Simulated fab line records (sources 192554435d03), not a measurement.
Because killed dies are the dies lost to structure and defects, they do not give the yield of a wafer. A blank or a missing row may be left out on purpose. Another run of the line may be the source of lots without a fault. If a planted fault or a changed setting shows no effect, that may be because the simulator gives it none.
A lot that was struck, set against a sound lot ; flow n5-finfet ; 36 out of 1938 route steps
Sound: these wafers, L595.1, L595.3, L595.4. Struck: wafer L609.3. (L609.1, L609.2 of the same lot were not struck and are left out.) The cause comes at the end.
Order at every step that has rows: each side's tool, ch and its chambers, its first start. Under that, the readings that differ: sound wafers ; struck wafers ; difference of the means ; sigmas: that difference in standard deviations of wafers without a fault.
alike: same words and numbers on both sides, and readings whose means sit less than 2 such deviations apart. not compared: any withheld reading, any reading some wafer has no value for, any bound like >300 that may hide the same value, and any number with overlapping values for which the record gives no deviation.
The two part at a step that has a row with sigmas, a row that says differs or no value, or rows on one side only. When numbers do not overlap yet have no deviation, they are printed without sigmas and do not part them. A reading missing from all wafers of one side parts the sides only when that side holds two or more wafers.

first, 2 steps without rows for these wafers: N5_BEOL_M10_PEB_26 (peb time 60 s); N5_BEOL_M10_DEVELOP_27 (develop time 30 s).
N5_BEOL_M10_CD_MEAS_28: target cd 70 nm.
  sound on cd-sem-02 ch 0, day 11 05:06; struck on cd-sem-02 ch 0, day 15 14:23
  alike: cd-nm
N5_BEOL_M10_OVL_MEAS_29:
  sound on overlay-02 ch 0, day 11 05:08; struck on overlay-01 ch 0, day 15 14:25
  alike: V9_OVL
N5_BEOL_M10_INSPECT_30: inspects for defects (brightfield).
  struck on defect-inspect-01, day 15 14:26; sound on defect-inspect-01, day 11 05:09
  alike: raw-defect-count
then, 1 step without rows for these wafers: N5_BEOL_M10_DESCUM_33 (chemistry O2, time 7.9 s).
N5_BEOL_M10_ETCH_65: etches SiARC in CF4, target depth 39 nm, time 65 s.
  sound on rie-diel-05 ch 0,1,2, day 11 05:52; struck on rie-diel-05 ch 0, day 15 14:30
reading;sound;struck;difference;sigmas
rf-hours-counter-h (h);137 39 209;248;+120;
showerhead-plenum-p-Torr (Torr);2.13 2.18 2.03;2.02;-0.09;-2
  alike: bias-w, drypump-motor-current-A, etch-rf-on-time-s, oes-product-au, rf-vpp-V, throttle-valve-pct
N5_BEOL_M10_ETCH_66: etches SOC in N2/H2, target depth 120 nm, overetch 24 nm, time 180 s.
  sound on rie-diel-05 ch 0,1,2, day 11 05:55; struck on rie-diel-05 ch 0, day 15 14:33
reading;sound;struck;difference;sigmas
rf-hours-counter-h (h);137 39 209;248;+120;
showerhead-plenum-p-Torr (Torr);2.57 2.62 2.42;2.40;-0.14;-2
  alike: bias-w, drypump-motor-current-A, oes-product-au, rf-vpp-V, throttle-valve-pct
then, 4 steps without rows for these wafers: N5_BEOL_M10_STRIP_69 (strips in N2/H2); N5_BEOL_M10_VIA_ETCH_34 (etches SiCOH lowk in C4F6/O2, target depth 184.5 nm, time 69.2 s); N5_BEOL_M10_STRIP_73 (strips in C4F6/O2); N5_BEOL_M10_STRIP_36 (strips in N2/H2).
N5_BEOL_M10_TRENCH_ETCH_37: etches SiCOH lowk in C4F6/O2, target depth 148.83 nm, time 48 s.
  sound on rie-diel-05 ch 0,1,2, day 11 06:08; struck on rie-diel-05 ch 0, day 15 14:47
reading;sound;struck;difference;sigmas
bias-w (W);185.0 185.4 185.6;78.2;-107.1;-99 or more
oes-product-au (a.u.);0.73 0.88 0.68;0.57;-0.19;-2
rf-hours-counter-h (h);137 40 209;248;+119;
rf-vpp-V (V);655 637 646;326;-320;-18
showerhead-plenum-p-Torr (Torr);2.84 2.91 2.69;2.67;-0.14;-2
model.etch.depth-nm (nm);140.5 149.8 144.8;113.7;-31.3;
model.BEOL_M10.feature-depth-nm (nm);140.4 149.8 144.8;113.8;-31.2;
model.TiN_of_BEOL_M10_HM_DEP_02.thk-nm (nm);16.6 15.8 16;18;+2;
  alike: drypump-motor-current-A, oes_f_703_au, oes_o_777_au, throttle-valve-pct
then, 2 steps without rows for these wafers: N5_BEOL_M10_ETCH_41 (etches SiCN in CH3F/O2, target depth 42.6 nm, time 86 s); N5_BEOL_M10_STRIP_77 (strips in N2/H2, time 10 s).
N5_BEOL_M10_OCD_MEAS_38:
  struck on ocd-02, day 15 14:58; sound on ocd-02, day 11 06:19
reading;sound;struck;difference;sigmas
trench-depth-nm (nm);140 150 145;114;-31;-8
then, 4 steps without rows for these wafers: N5_BEOL_M10_HM_STRIP_39 (strips TiN in peroxide tin strip, target depth 25 nm, time 158 s); N5_BEOL_M10_SRD_40 (time 30 s); N5_BEOL_M10_PRECLEAN_42 (cleans in residue remover, time 60 s); N5_BEOL_M10_SRD_43 (time 30 s).
N5_BEOL_M10_CD_MEAS_35: target cd 70 nm.
  struck on cd-sem-02, day 15 15:07; sound on cd-sem-03, day 11 06:30
  alike: cd-nm
then, 4 steps without rows for these wafers: N5_BEOL_M10_CURE_72 (cures SiCOH lowk, time 120 s); N5_BEOL_M10_DEGAS_44 (time 60 s); N5_BEOL_M10_PRE_CLEAN_45 (time 30 s); N5_BEOL_M10_ALD_74 (deposits TaN, target thk 2 nm, pulse time 2 s, purge time 3 s).
N5_BEOL_M10_SURFACE_TREAT_76:
  struck on pvd-sputter-03, day 15 16:00; sound on pvd-sputter-03, day 11 08:24
  not compared: throttle-valve-pct
then, 3 steps without rows for these wafers: N5_BEOL_M10_CVD_75 (deposits Co from CCTBA/H2, target thk 2 nm, time 138.9 s); N5_BEOL_M10_SPUTTER_48 (material Cu, target thk 12 nm, time 2 s); N5_BEOL_M10_ECD_50 (material Cu, target thk 318 nm).
N5_BEOL_M10_ANNEAL_51: time 90 s.
  sound on rtp-anneal-01 ch 0, day 11 09:22; struck on rtp-anneal-01 ch 0, day 15 17:08
  alike: wafer_temp_C_max
N5_BEOL_M10_CMP_52: polishes, stops on SiCOH lowk, t overpolish 7 s, target thk 140 nm.
  sound on cmp-04 ch 0,2,3, day 11 09:40; struck on cmp-02 ch 0, day 15 17:26
reading;sound;struck;difference;sigmas
model.Cu_of_BEOL_M10_ECD_50.thk-nm (nm);133.4 143 138;103.8;-34.3;
  alike: clearing-platen-down-force-psi, motor-current-A
N5_BEOL_M10_THK_MEAS_53: measures by xrf.
  struck on film-metro-02, day 15 17:44; sound on film-metro-02, day 11 09:58
reading;sound;struck;difference;sigmas
M10_THK (nm);136 147 142;106;-36;-8
then, 1 step without rows for these wafers: N5_BEOL_M10_PRE_CLEAN_55 (time 15 s).
N5_BEOL_M10_DEP_56: deposits SiCN from 3MS/NH3, target thk 15 nm, time 26.5 s.
  sound on pecvd-02 ch 0,2, day 11 10:01; struck on pecvd-01 ch 0, day 15 17:48
  alike: showerhead-plenum-p-Torr, throttle-valve-pct
N5_BEOL_M10_RS_MEAS_57: measurement is done with a four-point probe.
  struck on film-metro-02, day 15 17:52; sound on film-metro-02, day 11 10:06
reading;sound;struck;difference;sigmas
M10_RS (ohm/sq);0.159 0.148 0.153;0.211;+0.058;+11
N5_BEOL_M10_INSPECT_58: inspects for defects (darkfield).
  struck on defect-inspect-01, day 15 17:54; sound on defect-inspect-02, day 11 10:07
  alike: raw-defect-count

## WHERE THEY PART
Last at N5_BEOL_M10_RS_MEAS_57 as far as this record goes, first at N5_BEOL_M10_ETCH_65. Later steps at which nothing parts them and some readings are alike: N5_BEOL_M10_INSPECT_58.

WHY: what had been put in by the simulator
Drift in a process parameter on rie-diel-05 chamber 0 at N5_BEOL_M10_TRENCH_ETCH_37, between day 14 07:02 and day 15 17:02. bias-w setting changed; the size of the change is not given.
